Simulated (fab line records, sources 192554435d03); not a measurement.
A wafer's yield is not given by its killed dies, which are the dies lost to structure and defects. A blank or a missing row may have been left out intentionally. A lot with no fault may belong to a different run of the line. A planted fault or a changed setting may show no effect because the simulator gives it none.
What tool caused it? :: flow n5-finfet :: 24 lots with 72 wafers sampled at 6 steps, on a route of 1938 steps

WHAT THE GAUGES SHOWED, per wafer
N5_SD_EPI_N_OVL_MEAS_10. Usual: SD_N_BLK_OVL 0.3 nm, standard deviation 0.72.
lot: L074
measured: day 3 04:06
on: overlay-02
SD_N_BLK_OVL (nm): 0.3 -0.4 0.6
flag: 

lot: L075
measured: day 3 05:31
on: overlay-01
SD_N_BLK_OVL (nm): 0.7 0.2 -0.2
flag: 

lot: L076
measured: day 3 14:12
on: overlay-01
SD_N_BLK_OVL (nm): 1.7 1.1 0.8
flag: 

lot: L077
measured: day 3 19:04
on: overlay-02
SD_N_BLK_OVL (nm): 0.4 -0.5 -0.1
flag: 

lot: L078
measured: day 4 02:53
on: overlay-01
SD_N_BLK_OVL (nm): 0.8 -0.5 0.0
flag: 

lot: L079
measured: day 4 09:12
on: overlay-02
SD_N_BLK_OVL (nm): 0.4 -0.5 0.1
flag: 

lot: L080
measured: day 4 11:08
on: overlay-01
SD_N_BLK_OVL (nm): -0.2 -0.3 -0.7
flag: 

lot: L081
measured: day 4 19:58
on: overlay-02
SD_N_BLK_OVL (nm): 2.1 0.8 1.1
flag: 

lot: L082
measured: day 4 23:20
on: overlay-02
SD_N_BLK_OVL (nm): 1.2 -0.3 1.1
flag: 

lot: L083
measured: day 5 06:07
on: overlay-01
SD_N_BLK_OVL (nm): -0.3 -0.2 0.0
flag: 

lot: L084
measured: day 5 12:21
on: overlay-02
SD_N_BLK_OVL (nm): 1.4 -0.1 0.7
flag: 

lot: L085
measured: day 5 22:02
on: overlay-02
SD_N_BLK_OVL (nm): 1.8 0.5 0.5
flag: 

lot: L086
measured: day 6 04:29
on: overlay-01
SD_N_BLK_OVL (nm): -0.9 0.5 0.7
flag: 

lot: L087
measured: day 6 12:43
on: overlay-02
SD_N_BLK_OVL (nm): 0.5 -0.2 0.6
flag: 

lot: L088
measured: day 6 15:31
on: overlay-01
SD_N_BLK_OVL (nm): 1.4 1.7 1.3
flag: 

lot: L089
measured: day 7 02:53
on: overlay-02
SD_N_BLK_OVL (nm): -1.0 0.1 -0.3
flag: 

lot: L090
measured: day 7 10:53
on: overlay-02
SD_N_BLK_OVL (nm): 0.2 0.0 0.9
flag: 

lot: L091
measured: day 7 14:41
on: overlay-01
SD_N_BLK_OVL (nm): 0.3 1.2 1.6
flag: 

lot: L092
measured: day 7 18:40
on: overlay-01
SD_N_BLK_OVL (nm): -1.0 -1.0 -0.1
flag: 

lot: L093
measured: day 7 20:25
on: overlay-01
SD_N_BLK_OVL (nm): 1.1 -0.3 -0.2
flag: 

lot: L094
measured: day 8 04:40
on: overlay-01
SD_N_BLK_OVL (nm): -0.6 -0.2 -0.8
flag: 

lot: L095
measured: day 8 07:56
on: overlay-02
SD_N_BLK_OVL (nm): 0.6 0.5 -0.1
flag: 

lot: L096
measured: day 8 15:41
on: overlay-02
SD_N_BLK_OVL (nm): 1.1 0.7 -0.3
flag: 

lot: L097
measured: day 8 18:16
on: overlay-02
SD_N_BLK_OVL (nm): -0.2 -0.8 -1.4
flag: 

N5_ILD0_INSPECT_06: inspects for defects (darkfield). Usual: raw-defect-count at 38, with a standard deviation of 18.
lot: L074
measured: day 3 20:05
on: defect-inspect-01
raw-defect-count: 44 26 31
flag: 

lot: L075
measured: day 3 22:25
on: defect-inspect-02
raw-defect-count: 9 27 20
flag: 

lot: L076
measured: day 4 05:29
on: defect-inspect-01
raw-defect-count: 28 24 42
flag: 

lot: L077
measured: day 4 10:31
on: defect-inspect-01
raw-defect-count: 48 41 96
flag: 

lot: L078
measured: day 4 18:19
on: defect-inspect-02
raw-defect-count: 35 25 57
flag: 

lot: L079
measured: day 5 00:45
on: defect-inspect-02
raw-defect-count: 16 41 10
flag: 

lot: L080
measured: day 5 03:32
on: defect-inspect-02
raw-defect-count: 25 24 18
flag: 

lot: L081
measured: day 5 12:05
on: defect-inspect-01
raw-defect-count: 16 32 27
flag: 

lot: L082
measured: day 5 15:16
on: defect-inspect-01
raw-defect-count: 51 41 40
flag: 

lot: L083
measured: day 5 21:29
on: defect-inspect-01
raw-defect-count: 53 45 40
flag: 

lot: L084
measured: day 6 03:51
on: defect-inspect-02
raw-defect-count: 104 69 59
flag: 

lot: L085
measured: day 6 14:24
on: defect-inspect-01
raw-defect-count: 45 34 24
flag: 

lot: L086
measured: day 6 21:20
on: defect-inspect-02
raw-defect-count: 25 48 33
flag: 

lot: L087
measured: day 7 06:25
on: defect-inspect-01
raw-defect-count: 22 51 10
flag: 

lot: L088
measured: day 7 07:14
on: defect-inspect-01
raw-defect-count: 72 30 20
flag: 

lot: L089
measured: day 7 19:58
on: defect-inspect-02
raw-defect-count: 30 24 32
flag: 

lot: L090
measured: day 8 02:26
on: defect-inspect-02
raw-defect-count: 37 34 34
flag: 

lot: L091
measured: day 8 06:29
on: defect-inspect-01
raw-defect-count: 66 42 38
flag: 

lot: L092
measured: day 8 10:55
on: defect-inspect-02
raw-defect-count: 31 25 47
flag: 

lot: L093
measured: day 8 13:07
on: defect-inspect-01
raw-defect-count: 27 23 38
flag: 

lot: L094
measured: day 8 21:30
on: defect-inspect-01
raw-defect-count: 44 75 44
flag: 

lot: L095
measured: day 9 00:17
on: defect-inspect-01
raw-defect-count: 27 60 38
flag: 

lot: L096
measured: day 9 10:29
on: defect-inspect-01
raw-defect-count: 22 19 34
flag: 

lot: L097
measured: day 9 12:34
on: defect-inspect-01
raw-defect-count: 47 28 29
flag: 

EACH LOT AND THE TOOL THAT RAN IT (in order: tool; ch and the chambers of the sampled wafers; start)
lot: L074
N5_SPACER0_ALD_08: ald-sin-03 ch 0,1, day 3 03:38
N5_SD_EPI_N_SD_RECESS_17: rie-si-03 ch 1,2,3, day 3 04:55
N5_SD_EPI_P_SD_RECESS_17: rie-si-05 ch 2,3, day 3 09:14
N5_SD_ACTIVATION_RTA_00: rtp-anneal-01 ch 0, day 3 12:42

lot: L075
N5_SPACER0_ALD_08: ald-sin-04 ch 1,2, day 3 04:56
N5_SD_EPI_N_SD_RECESS_17: rie-si-03 ch 0,2,3, day 3 06:33
N5_SD_EPI_P_SD_RECESS_17: rie-si-05 ch 0,2, day 3 11:58
N5_SD_ACTIVATION_RTA_00: rtp-anneal-02 ch 0, day 3 15:08

lot: L076
N5_SPACER0_ALD_08: ald-sin-04 ch 1,2,3, day 3 13:44
N5_SD_EPI_N_SD_RECESS_17: rie-si-03 ch 1,2, day 3 14:56
N5_SD_EPI_P_SD_RECESS_17: rie-si-04 ch 1,2, day 3 19:22
N5_SD_ACTIVATION_RTA_00: rtp-anneal-01 ch 0, day 3 22:31

lot: L077
N5_SPACER0_ALD_08: ald-sin-03 ch 0,2,3, day 3 18:36
N5_SD_EPI_N_SD_RECESS_17: rie-si-01 ch 0,2,3, day 3 20:01
N5_SD_EPI_P_SD_RECESS_17: rie-si-02 ch 1,2,3, day 4 00:27
N5_SD_ACTIVATION_RTA_00: rtp-anneal-02 ch 0, day 4 03:33

lot: L078
N5_SPACER0_ALD_08: ald-sin-04 ch 0,2,3, day 4 02:25
N5_SD_EPI_N_SD_RECESS_17: rie-si-03 ch 0,1,2, day 4 03:38
N5_SD_EPI_P_SD_RECESS_17: rie-si-02 ch 0,2,3, day 4 07:58
N5_SD_ACTIVATION_RTA_00: rtp-anneal-02 ch 0, day 4 11:02

lot: L079
N5_SPACER0_ALD_08: ald-sin-04 ch 0,2,3, day 4 08:44
N5_SD_EPI_N_SD_RECESS_17: rie-si-03 ch 1,2,3, day 4 09:56
N5_SD_EPI_P_SD_RECESS_17: rie-si-04 ch 2,3, day 4 14:16
N5_SD_ACTIVATION_RTA_00: rtp-anneal-01 ch 0, day 4 17:21

lot: L080
N5_SPACER0_ALD_08: ald-sin-03 ch 0,2, day 4 10:40
N5_SD_EPI_N_SD_RECESS_17: rie-si-03 ch 0,3, day 4 12:16
N5_SD_EPI_P_SD_RECESS_17: rie-si-02 ch 0,1,3, day 4 16:50
N5_SD_ACTIVATION_RTA_00: rtp-anneal-01 ch 0, day 4 19:57

lot: L081
N5_SPACER0_ALD_08: ald-sin-01 ch 0,1, day 4 19:23
N5_SD_EPI_N_SD_RECESS_17: rie-si-01 ch 2,3, day 4 21:01
N5_SD_EPI_P_SD_RECESS_17: rie-si-04 ch 1,2, day 5 01:38
N5_SD_ACTIVATION_RTA_00: rtp-anneal-02 ch 0, day 5 04:53

lot: L082
N5_SPACER0_ALD_08: ald-sin-03 ch 1,2,3, day 4 22:52
N5_SD_EPI_N_SD_RECESS_17: rie-si-06 ch 0,1,3, day 5 00:05
N5_SD_EPI_P_SD_RECESS_17: rie-si-02 ch 0,1,2, day 5 05:13
N5_SD_ACTIVATION_RTA_00: rtp-anneal-01 ch 0, day 5 08:17

lot: L083
N5_SPACER0_ALD_08: ald-sin-01 ch 2,3, day 5 05:39
N5_SD_EPI_N_SD_RECESS_17: rie-si-03 ch 1,2,3, day 5 06:52
N5_SD_EPI_P_SD_RECESS_17: rie-si-04 ch 0,2,3, day 5 11:20
N5_SD_ACTIVATION_RTA_00: rtp-anneal-02 ch 0, day 5 14:29

lot: L084
N5_SPACER0_ALD_08: ald-sin-04 ch 0,2,3, day 5 11:53
N5_SD_EPI_N_SD_RECESS_17: rie-si-06 ch 0,2,3, day 5 13:05
N5_SD_EPI_P_SD_RECESS_17: rie-si-04 ch 1,2,3, day 5 17:25
N5_SD_ACTIVATION_RTA_00: rtp-anneal-01 ch 0, day 5 20:51

lot: L085
N5_SPACER0_ALD_08: ald-sin-03 ch 2,3, day 5 21:27
N5_SD_EPI_N_SD_RECESS_17: rie-si-06 ch 0,1,3, day 5 22:50
N5_SD_EPI_P_SD_RECESS_17: rie-si-04 ch 2,3, day 6 03:25
N5_SD_ACTIVATION_RTA_00: rtp-anneal-02 ch 0, day 6 07:20

lot: L086
N5_SPACER0_ALD_08: ald-sin-01 ch 0,2,3, day 6 04:01
N5_SD_EPI_N_SD_RECESS_17: rie-si-01 ch 1,2,3, day 6 05:53
N5_SD_EPI_P_SD_RECESS_17: rie-si-02 ch 1,3, day 6 11:13
N5_SD_ACTIVATION_RTA_00: rtp-anneal-01 ch 0, day 6 14:21

lot: L087
N5_SPACER0_ALD_08: ald-sin-03 ch 1,2,3, day 6 12:08
N5_SD_EPI_N_SD_RECESS_17: rie-si-01 ch 0,1,3, day 6 13:35
N5_SD_EPI_P_SD_RECESS_17: rie-si-05 ch 0,2,3, day 6 18:58
N5_SD_ACTIVATION_RTA_00: rtp-anneal-02 ch 0, day 6 22:59

lot: L088
N5_SPACER0_ALD_08: ald-sin-01 ch 1,2,3, day 6 15:03
N5_SD_EPI_N_SD_RECESS_17: rie-si-06 ch 0,1,2, day 6 16:16
N5_SD_EPI_P_SD_RECESS_17: rie-si-05 ch 0,3, day 6 20:44
N5_SD_ACTIVATION_RTA_00: rtp-anneal-02 ch 0, day 6 23:52

lot: L089
N5_SPACER0_ALD_08: ald-sin-01 ch 2,3, day 7 02:25
N5_SD_EPI_N_SD_RECESS_17: rie-si-06 ch 0,2, day 7 03:38
N5_SD_EPI_P_SD_RECESS_17: rie-si-05 ch 2,3, day 7 08:59
N5_SD_ACTIVATION_RTA_00: rtp-anneal-01 ch 0, day 7 12:53

lot: L090
N5_SPACER0_ALD_08: ald-sin-03 ch 2,3, day 7 10:18
N5_SD_EPI_N_SD_RECESS_17: rie-si-03 ch 0,1,3, day 7 11:38
N5_SD_EPI_P_SD_RECESS_17: rie-si-04 ch 1,3, day 7 15:58
N5_SD_ACTIVATION_RTA_00: rtp-anneal-02 ch 0, day 7 19:02

lot: L091
N5_SPACER0_ALD_08: ald-sin-03 ch 0,1,3, day 7 14:06
N5_SD_EPI_N_SD_RECESS_17: rie-si-06 ch 1,2, day 7 15:32
N5_SD_EPI_P_SD_RECESS_17: rie-si-02 ch 0,2, day 7 20:09
N5_SD_ACTIVATION_RTA_00: rtp-anneal-01 ch 0, day 7 23:16

lot: L092
N5_SPACER0_ALD_08: ald-sin-04 ch 0,2,3, day 7 18:05
N5_SD_EPI_N_SD_RECESS_17: rie-si-01 ch 1,2,3, day 7 19:28
N5_SD_EPI_P_SD_RECESS_17: rie-si-02 ch 0,2,3, day 8 00:40
N5_SD_ACTIVATION_RTA_00: rtp-anneal-02 ch 0, day 8 03:57

lot: L093
N5_SPACER0_ALD_08: ald-sin-04 ch 0,1, day 7 19:58
N5_SD_EPI_N_SD_RECESS_17: rie-si-06 ch 1,2, day 7 21:10
N5_SD_EPI_P_SD_RECESS_17: rie-si-05 ch 0,1,3, day 8 02:21
N5_SD_ACTIVATION_RTA_00: rtp-anneal-02 ch 0, day 8 05:48

lot: L094
N5_SPACER0_ALD_08: ald-sin-01 ch 2,3, day 8 04:05
N5_SD_EPI_N_SD_RECESS_17: rie-si-01 ch 1,2,3, day 8 05:25
N5_SD_EPI_P_SD_RECESS_17: rie-si-05 ch 1,2, day 8 09:52
N5_SD_ACTIVATION_RTA_00: rtp-anneal-01 ch 0, day 8 13:04

lot: L095
N5_SPACER0_ALD_08: ald-sin-01 ch 0,3, day 8 07:21
N5_SD_EPI_N_SD_RECESS_17: rie-si-03 ch 1,2, day 8 08:41
N5_SD_EPI_P_SD_RECESS_17: rie-si-05 ch 0,2,3, day 8 14:02
N5_SD_ACTIVATION_RTA_00: rtp-anneal-01 ch 0, day 8 17:13

lot: L096
N5_SPACER0_ALD_08: ald-sin-03 ch 1,3, day 8 15:05
N5_SD_EPI_N_SD_RECESS_17: rie-si-06 ch 2,3, day 8 16:25
N5_SD_EPI_P_SD_RECESS_17: rie-si-04 ch 1,2, day 8 22:02
N5_SD_ACTIVATION_RTA_00: rtp-anneal-01 ch 0, day 9 02:13

lot: L097
N5_SPACER0_ALD_08: ald-sin-03 ch 0,2,3, day 8 17:40
N5_SD_EPI_N_SD_RECESS_17: rie-si-01 ch 0,2,3, day 8 19:36
N5_SD_EPI_P_SD_RECESS_17: rie-si-02 ch 0,3, day 9 00:53
N5_SD_ACTIVATION_RTA_00: rtp-anneal-02 ch 0, day 9 05:04
- N5_SPACER0_ALD_08: deposits SiNx, target thk 2 nm.
- N5_SD_EPI_N_SD_RECESS_17: chemistry HBr/Cl2/O2, target depth 41 nm, time 23.7 s, bt time 3 s.
- N5_SD_EPI_P_SD_RECESS_17: chemistry HBr/Cl2/O2, target depth 39.1 nm, bt time 3 s.
- N5_SD_ACTIVATION_RTA_00: time 0 s.

AS READ BY THE TOOLS THEMSELVES (means over the sampled wafers that have a number; for cases with no such wafer, the mark the record gives instead)
N5_SPACER0_ALD_08. Usual: heater-power-w at 880 W, with a standard deviation of 94.
lot: L074
tool: ald-sin-03
heater-power-w (W): 844
flag: 

lot: L075
tool: ald-sin-04
heater-power-w (W): 885
flag: 

lot: L076
tool: ald-sin-04
heater-power-w (W): 893
flag: 

lot: L077
tool: ald-sin-03
heater-power-w (W): 844
flag: 

lot: L078
tool: ald-sin-04
heater-power-w (W): 963
flag: 

lot: L079
tool: ald-sin-04
heater-power-w (W): 971
flag: 

lot: L080
tool: ald-sin-03
heater-power-w (W): 855
flag: 

lot: L081
tool: ald-sin-01
heater-power-w (W): 1014
flag: 

lot: L082
tool: ald-sin-03
heater-power-w (W): 831
flag: 

lot: L083
tool: ald-sin-01
heater-power-w (W): 800
flag: 

lot: L084
tool: ald-sin-04
heater-power-w (W): 966
flag: 

lot: L085
tool: ald-sin-03
heater-power-w (W): 830
flag: 

lot: L086
tool: ald-sin-01
heater-power-w (W): 901
flag: 

lot: L087
tool: ald-sin-03
heater-power-w (W): 834
flag: 

lot: L088
tool: ald-sin-01
heater-power-w (W): 812
flag: 

lot: L089
tool: ald-sin-01
heater-power-w (W): 802
flag: 

lot: L090
tool: ald-sin-03
heater-power-w (W): 841
flag: 

lot: L091
tool: ald-sin-03
heater-power-w (W): 814
flag: 

lot: L092
tool: ald-sin-04
heater-power-w (W): 971
flag: 

lot: L093
tool: ald-sin-04
heater-power-w (W): 966
flag: 

lot: L094
tool: ald-sin-01
heater-power-w (W): 833
flag: 

lot: L095
tool: ald-sin-01
heater-power-w (W): 949
flag: 

lot: L096
tool: ald-sin-03
heater-power-w (W): 810
flag: 

lot: L097
tool: ald-sin-03
heater-power-w (W): 844
flag: 

N5_SD_EPI_N_SD_RECESS_17. Usual: drypump-motor-current-A 5.6 A, standard deviation 0.53; he-backside-leak-sccm 2.8 sccm, standard deviation 0.35; oes-product-au 0.997 a.u., standard deviation 0.018; throttle-valve-pct 37.3 %, standard deviation 0.34.
lot: L074
tool: rie-si-03
drypump-motor-current-A (A): 5.6
he-backside-leak-sccm (sccm): 2.4
oes-product-au (a.u.): 0.987
throttle-valve-pct (%): 37.5
flag: 

lot: L075
tool: rie-si-03
drypump-motor-current-A (A): 5.7
he-backside-leak-sccm (sccm): 2.7
oes-product-au (a.u.): 1.009
throttle-valve-pct (%): 37.3
flag: 

lot: L076
tool: rie-si-03
drypump-motor-current-A (A): 5.1
he-backside-leak-sccm (sccm): 2.2
oes-product-au (a.u.): 0.982
throttle-valve-pct (%): 37.7
flag: 

lot: L077
tool: rie-si-01
drypump-motor-current-A (A): 5.7
he-backside-leak-sccm (sccm): 2.8
oes-product-au (a.u.): 0.996
throttle-valve-pct (%): 37.1
flag: 

lot: L078
tool: rie-si-03
drypump-motor-current-A (A): 5.1
he-backside-leak-sccm (sccm): 2.5
oes-product-au (a.u.): 1.000
throttle-valve-pct (%): 37.5
flag: 

lot: L079
tool: rie-si-03
drypump-motor-current-A (A): 5.7
he-backside-leak-sccm (sccm): 2.4
oes-product-au (a.u.): 0.993
throttle-valve-pct (%): 37.5
flag: 

lot: L080
tool: rie-si-03
drypump-motor-current-A (A): 6.1
he-backside-leak-sccm (sccm): 2.5
oes-product-au (a.u.): 0.997
throttle-valve-pct (%): 37.4
flag: 

lot: L081
tool: rie-si-01
drypump-motor-current-A (A): 5.8
he-backside-leak-sccm (sccm): 2.8
oes-product-au (a.u.): 0.992
throttle-valve-pct (%): 37.2
flag: 

lot: L082
tool: rie-si-06
drypump-motor-current-A (A): 5.6
he-backside-leak-sccm (sccm): 3.0
oes-product-au (a.u.): 0.994
throttle-valve-pct (%): 37.2
flag: 

lot: L083
tool: rie-si-03
drypump-motor-current-A (A): 5.6
he-backside-leak-sccm (sccm): 2.4
oes-product-au (a.u.): 0.984
throttle-valve-pct (%): 37.5
flag: 

lot: L084
tool: rie-si-06
drypump-motor-current-A (A): 5.4
he-backside-leak-sccm (sccm): 2.9
oes-product-au (a.u.): 1.007
throttle-valve-pct (%): 37.2
flag: 

lot: L085
tool: rie-si-06
drypump-motor-current-A (A): 5.6
he-backside-leak-sccm (sccm): 2.8
oes-product-au (a.u.): 0.994
throttle-valve-pct (%): 37.2
flag: 

lot: L086
tool: rie-si-01
drypump-motor-current-A (A): 6.0
he-backside-leak-sccm (sccm): 2.8
oes-product-au (a.u.): 0.995
throttle-valve-pct (%): 37.1
flag: 

lot: L087
tool: rie-si-01
drypump-motor-current-A (A): 6.2
he-backside-leak-sccm (sccm): 2.7
oes-product-au (a.u.): 0.990
throttle-valve-pct (%): 37.2
flag: 

lot: L088
tool: rie-si-06
drypump-motor-current-A (A): 5.5
he-backside-leak-sccm (sccm): 2.9
oes-product-au (a.u.): 1.001
throttle-valve-pct (%): 37.4
flag: 

lot: L089
tool: rie-si-06
drypump-motor-current-A (A): 5.5
he-backside-leak-sccm (sccm): 2.8
oes-product-au (a.u.): 1.016
throttle-valve-pct (%): 37.5
flag: 

lot: L090
tool: rie-si-03
drypump-motor-current-A (A): 5.5
he-backside-leak-sccm (sccm): 2.8
oes-product-au (a.u.): 0.992
throttle-valve-pct (%): 37.6
flag: 

lot: L091
tool: rie-si-06
drypump-motor-current-A (A): 5.3
he-backside-leak-sccm (sccm): 3.0
oes-product-au (a.u.): 0.998
throttle-valve-pct (%): 37.3
flag: 

lot: L092
tool: rie-si-01
drypump-motor-current-A (A): 6.0
he-backside-leak-sccm (sccm): 2.8
oes-product-au (a.u.): 0.994
throttle-valve-pct (%): 37.1
flag: 

lot: L093
tool: rie-si-06
drypump-motor-current-A (A): 5.6
he-backside-leak-sccm (sccm): 3.4
oes-product-au (a.u.): 0.987
throttle-valve-pct (%): 37.3
flag: 

lot: L094
tool: rie-si-01
drypump-motor-current-A (A): 6.0
he-backside-leak-sccm (sccm): 2.8
oes-product-au (a.u.): 0.997
throttle-valve-pct (%): 37.1
flag: 

lot: L095
tool: rie-si-03
drypump-motor-current-A (A): 5.1
he-backside-leak-sccm (sccm): 2.4
oes-product-au (a.u.): 0.980
throttle-valve-pct (%): 37.7
flag: 

lot: L096
tool: rie-si-06
drypump-motor-current-A (A): 5.3
he-backside-leak-sccm (sccm): 2.9
oes-product-au (a.u.): 1.004
throttle-valve-pct (%): 37.1
flag: 

lot: L097
tool: rie-si-01
drypump-motor-current-A (A): 5.7
he-backside-leak-sccm (sccm): 2.7
oes-product-au (a.u.): 0.998
throttle-valve-pct (%): 37.1
flag: 

N5_SD_EPI_P_SD_RECESS_17. Usual: drypump-motor-current-A 5.7 A, standard deviation 0.37; he-backside-leak-sccm 2.75 sccm, standard deviation 0.27; oes-product-au 1.003 a.u., standard deviation 0.017; throttle-valve-pct 37.1 %, standard deviation 0.35.
lot: L074
tool: rie-si-05
drypump-motor-current-A (A): 5.3
he-backside-leak-sccm (sccm): 2.57
oes-product-au (a.u.): 0.977
throttle-valve-pct (%): 37.2
flag: 

lot: L075
tool: rie-si-05
drypump-motor-current-A (A): 5.4
he-backside-leak-sccm (sccm): 2.64
oes-product-au (a.u.): 0.987
throttle-valve-pct (%): 37.0
flag: 

lot: L076
tool: rie-si-04
drypump-motor-current-A (A): 6.2
he-backside-leak-sccm (sccm): 3.24
oes-product-au (a.u.): 1.034
throttle-valve-pct (%): 37.0
flag: 

lot: L077
tool: rie-si-02
drypump-motor-current-A (A): 5.7
he-backside-leak-sccm (sccm): 2.65
oes-product-au (a.u.): 0.997
throttle-valve-pct (%): 36.9
flag: 

lot: L078
tool: rie-si-02
drypump-motor-current-A (A): 5.5
he-backside-leak-sccm (sccm): 2.49
oes-product-au (a.u.): 0.999
throttle-valve-pct (%): 37.0
flag: 

lot: L079
tool: rie-si-04
drypump-motor-current-A (A): 5.9
he-backside-leak-sccm (sccm): 2.81
oes-product-au (a.u.): 1.002
throttle-valve-pct (%): 37.2
flag: 

lot: L080
tool: rie-si-02
drypump-motor-current-A (A): 5.5
he-backside-leak-sccm (sccm): 2.60
oes-product-au (a.u.): 0.998
throttle-valve-pct (%): 37.2
flag: 

lot: L081
tool: rie-si-04
drypump-motor-current-A (A): 6.3
he-backside-leak-sccm (sccm): 3.04
oes-product-au (a.u.): 1.025
throttle-valve-pct (%): 37.0
flag: 

lot: L082
tool: rie-si-02
drypump-motor-current-A (A): 5.7
he-backside-leak-sccm (sccm): 2.67
oes-product-au (a.u.): 1.000
throttle-valve-pct (%): 37.3
flag: 

lot: L083
tool: rie-si-04
drypump-motor-current-A (A): 5.8
he-backside-leak-sccm (sccm): 3.03
oes-product-au (a.u.): 1.017
throttle-valve-pct (%): 37.0
flag: 

lot: L084
tool: rie-si-04
drypump-motor-current-A (A): 6.2
he-backside-leak-sccm (sccm): 3.00
oes-product-au (a.u.): 1.010
throttle-valve-pct (%): 37.1
flag: 

lot: L085
tool: rie-si-04
drypump-motor-current-A (A): 6.0
he-backside-leak-sccm (sccm): 2.96
oes-product-au (a.u.): 1.006
throttle-valve-pct (%): 37.1
flag: 

lot: L086
tool: rie-si-02
drypump-motor-current-A (A): 5.6
he-backside-leak-sccm (sccm): 2.48
oes-product-au (a.u.): 0.998
throttle-valve-pct (%): 37.1
flag: 

lot: L087
tool: rie-si-05
drypump-motor-current-A (A): 5.6
he-backside-leak-sccm (sccm): 2.63
oes-product-au (a.u.): 0.993
throttle-valve-pct (%): 37.1
flag: 

lot: L088
tool: rie-si-05
drypump-motor-current-A (A): 5.9
he-backside-leak-sccm (sccm): 2.79
oes-product-au (a.u.): 1.000
throttle-valve-pct (%): 37.1
flag: 

lot: L089
tool: rie-si-05
drypump-motor-current-A (A): 5.3
he-backside-leak-sccm (sccm): 2.56
oes-product-au (a.u.): 0.981
throttle-valve-pct (%): 37.2
flag: 

lot: L090
tool: rie-si-04
drypump-motor-current-A (A): 6.1
he-backside-leak-sccm (sccm): 2.86
oes-product-au (a.u.): 1.002
throttle-valve-pct (%): 37.3
flag: 

lot: L091
tool: rie-si-02
drypump-motor-current-A (A): 5.7
he-backside-leak-sccm (sccm): 2.73
oes-product-au (a.u.): 0.996
throttle-valve-pct (%): 37.2
flag: 

lot: L092
tool: rie-si-02
drypump-motor-current-A (A): 5.5
he-backside-leak-sccm (sccm): 2.63
oes-product-au (a.u.): 1.003
throttle-valve-pct (%): 37.0
flag: 

lot: L093
tool: rie-si-05
drypump-motor-current-A (A): 5.7
he-backside-leak-sccm (sccm): 2.73
oes-product-au (a.u.): 1.000
throttle-valve-pct (%): 37.3
flag: 

lot: L094
tool: rie-si-05
drypump-motor-current-A (A): 5.2
he-backside-leak-sccm (sccm): 2.65
oes-product-au (a.u.): 0.994
throttle-valve-pct (%): 37.2
flag: 

lot: L095
tool: rie-si-05
drypump-motor-current-A (A): 5.7
he-backside-leak-sccm (sccm): 2.71
oes-product-au (a.u.): 0.989
throttle-valve-pct (%): 37.1
flag: 

lot: L096
tool: rie-si-04
drypump-motor-current-A (A): 6.3
he-backside-leak-sccm (sccm): 3.07
oes-product-au (a.u.): 1.015
throttle-valve-pct (%): 36.8
flag: 

lot: L097
tool: rie-si-02
drypump-motor-current-A (A): 5.4
he-backside-leak-sccm (sccm): 2.39
oes-product-au (a.u.): 1.016
throttle-valve-pct (%): 36.8
flag: 

N5_SD_ACTIVATION_RTA_00. Usual: lamp-power-pct 8.96 %, standard deviation 0.058; wafer_temp_C_max 975.1, standard deviation 1.9.
lot: L074
tool: rtp-anneal-01
lamp-power-pct (%): 8.92
wafer_temp_C_max: 974.5
flag: 

lot: L075
tool: rtp-anneal-02
lamp-power-pct (%): 9.01
wafer_temp_C_max: 975.8
flag: 

lot: L076
tool: rtp-anneal-01
lamp-power-pct (%): 8.99
wafer_temp_C_max: 977.2
flag: 

lot: L077
tool: rtp-anneal-02
lamp-power-pct (%): 8.99
wafer_temp_C_max: 975.6
flag: 

lot: L078
tool: rtp-anneal-02
lamp-power-pct (%): 9.01
wafer_temp_C_max: 975.2
flag: 

lot: L079
tool: rtp-anneal-01
lamp-power-pct (%): 8.93
wafer_temp_C_max: 974.4
flag: 

lot: L080
tool: rtp-anneal-01
lamp-power-pct (%): 8.87
wafer_temp_C_max: 973.7
flag: 

lot: L081
tool: rtp-anneal-02
lamp-power-pct (%): 8.94
wafer_temp_C_max: 978.1
flag: 

lot: L082
tool: rtp-anneal-01
lamp-power-pct (%): 8.96
wafer_temp_C_max: 977.3
flag: 

lot: L083
tool: rtp-anneal-02
lamp-power-pct (%): 9.01
wafer_temp_C_max: 976.9
flag: 

lot: L084
tool: rtp-anneal-01
lamp-power-pct (%): 8.99
wafer_temp_C_max: 974.2
flag: 

lot: L085
tool: rtp-anneal-02
lamp-power-pct (%): 8.96
wafer_temp_C_max: 972.9
flag: 

lot: L086
tool: rtp-anneal-01
lamp-power-pct (%): 9.00
wafer_temp_C_max: 975.9
flag: 

lot: L087
tool: rtp-anneal-02
lamp-power-pct (%): 8.91
wafer_temp_C_max: 974.7
flag: 

lot: L088
tool: rtp-anneal-02
lamp-power-pct (%): 8.91
wafer_temp_C_max: 975.4
flag: 

lot: L089
tool: rtp-anneal-01
lamp-power-pct (%): 8.97
wafer_temp_C_max: 975.8
flag: 

lot: L090
tool: rtp-anneal-02
lamp-power-pct (%): 8.97
wafer_temp_C_max: 974.8
flag: 

lot: L091
tool: rtp-anneal-01
lamp-power-pct (%): 8.93
wafer_temp_C_max: 975.3
flag: 

lot: L092
tool: rtp-anneal-02
lamp-power-pct (%): 8.96
wafer_temp_C_max: 974.4
flag: 

lot: L093
tool: rtp-anneal-02
lamp-power-pct (%): 8.96
wafer_temp_C_max: 974.7
flag: 

lot: L094
tool: rtp-anneal-01
lamp-power-pct (%): 9.00
wafer_temp_C_max: 973.7
flag: 

lot: L095
tool: rtp-anneal-01
lamp-power-pct (%): 8.94
wafer_temp_C_max: 974.8
flag: 

lot: L096
tool: rtp-anneal-01
lamp-power-pct (%): 8.98
wafer_temp_C_max: 974.4
flag: 

lot: L097
tool: rtp-anneal-02
lamp-power-pct (%): 8.94
wafer_temp_C_max: 973.8
flag: 

THE ANSWER, worked out from the rows above alone
Rule: take the mean of a lot's wafers that have a number; if it is more than 3 standard deviations from the usual mean, the lot is off. A lot without any number at a reading at which 4 lots or more have one is off too. The other lots that the step has rows for count as sound. After the gauges, taken in route order, come the tools' own readings; for these a lot's mean is taken, as printed above. The first step at which some lot is off is used, and at that step the reading that is off furthest; a lot without a number counts as furthest.
None of the lots is off at any reading shown; this tells nothing.

WHAT THE SIMULATOR HAD PUT IN
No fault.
